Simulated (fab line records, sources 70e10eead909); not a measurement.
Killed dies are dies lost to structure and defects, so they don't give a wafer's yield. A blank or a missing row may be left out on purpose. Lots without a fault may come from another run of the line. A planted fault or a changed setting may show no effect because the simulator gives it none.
A struck lot beside a sound one | flow nand_harc | 14 steps out of a route of 1159
Sound: wafers L676.2, L676.3, L676.6. Struck: wafer L688.4. (L688.6 of the same lot was not struck and is left out.) The cause comes at the end.
At each step with rows: each side's tool, then ch and its chambers, then its first start. Under that, the readings that differ: sound wafers | struck wafers | difference of the means | sigmas: that difference in standard deviations of wafers without a fault.
alike: readings whose means differ by less than 2 such deviations, and words and numbers that are the same on both sides. not compared: withheld readings, readings that some wafer has no value for, bounds like >300 that may hide the same value, and numbers for which the record gives no deviation and whose values overlap.
The two part at a step that has a row with sigmas, a row that says differs or no value, or rows on one side only. Numbers that don't overlap but have no deviation are shown without sigmas and don't part them. A reading that every wafer of one side lacks parts them only if that side has two wafers or more.

NHARC_A_SOURCE_PLATE_THK_MEAS_06: measures by ellipsometry.
  sound on film_metro-02, day 9 19:35; struck on film_metro-02, day 12 15:41
  alike: thk_nm
NHARC_A_SOURCE_PLATE_INSPECT_08:
  sound on defect_inspect-01, day 9 19:41; struck on defect_inspect-02, day 12 15:45
  alike: raw_defect_count
then, 1 step without rows for these wafers: NHARC_A_ONON_D1_DEP_00 (target thk 1000 nm).
NHARC_A_ONON_D1_THK_MEAS_02: measures by ellipsometry.
  sound on film_metro-01, day 9 20:16; struck on film_metro-02, day 12 16:20
  alike: thk_nm
then, 1 step without rows for these wafers: NHARC_A_ONON_D1_DEP_03 (target thk 1000 nm).
NHARC_A_ONON_D1_THK_MEAS_05: measures by ellipsometry.
  sound on film_metro-01, day 9 20:50; struck on film_metro-02, day 12 16:54
  reading     | sound          | struck | difference | sigmas
  thk_nm (nm) | 1010 1010 1009 | 981    | -29        | -3
then, 1 step without rows for these wafers: NHARC_A_ONON_D1_DEP_06 (target thk 1000 nm).
NHARC_A_ONON_D1_THK_MEAS_08: measures by ellipsometry.
  sound on film_metro-01, day 9 21:25; struck on film_metro-01, day 12 17:28
  reading     | sound       | struck | difference | sigmas
  thk_nm (nm) | 983 982 984 | 1008   | +25        | +2
then, 1 step without rows for these wafers: NHARC_A_ONON_D1_DEP_09 (target thk 1000 nm).
NHARC_A_ONON_D1_THK_MEAS_11: measures by ellipsometry.
  sound on film_metro-02, day 9 21:59; struck on film_metro-02, day 12 18:02
  reading     | sound       | struck | difference | sigmas
  thk_nm (nm) | 983 985 984 | 1020   | +36        | +3
NHARC_A_ONON_D1_DEP_12: target thk 1000 nm.
  sound on pecvd_onon-03 ch 0, day 9 22:05; struck on pecvd_onon-03 ch 0, day 12 18:19
NHARC_A_ONON_D1_THK_MEAS_14: measures by ellipsometry.
  sound on film_metro-02, day 9 22:32; struck on film_metro-01, day 12 18:38
  reading     | sound       | struck | difference | sigmas
  thk_nm (nm) | 991 992 991 | 1326   | +335       | +28
then, 1 step without rows for these wafers: NHARC_A_ONON_D1_ANNEAL_15 (time 3600 s).
-- the record jumps here: 13 days lie between the struck wafers' starts before and after (it left off in module A_ONON_D1 and takes up again in module END, whose first step shown is number 1159 of the route) --
NHARC_END_SORT_01:
  sound on prober-01 ch 0, day 21 19:08; struck on prober-01 ch 0, day 25 10:57
  reading         | sound    | struck | difference | sigmas
  killed_at_array | 36 35 36 | 673    | +637       | +58
  killed_dies     | 40 39 43 | 677    | +636       | +53
  killed_open     | 5 4 3    | 0      | -4         | -2
  alike: killed_at_other, killed_at_periphery, killed_short

WHERE THEY PART
First at NHARC_A_ONON_D1_THK_MEAS_05; last, within this record, at NHARC_END_SORT_01.

WHY: what the simulator had put in
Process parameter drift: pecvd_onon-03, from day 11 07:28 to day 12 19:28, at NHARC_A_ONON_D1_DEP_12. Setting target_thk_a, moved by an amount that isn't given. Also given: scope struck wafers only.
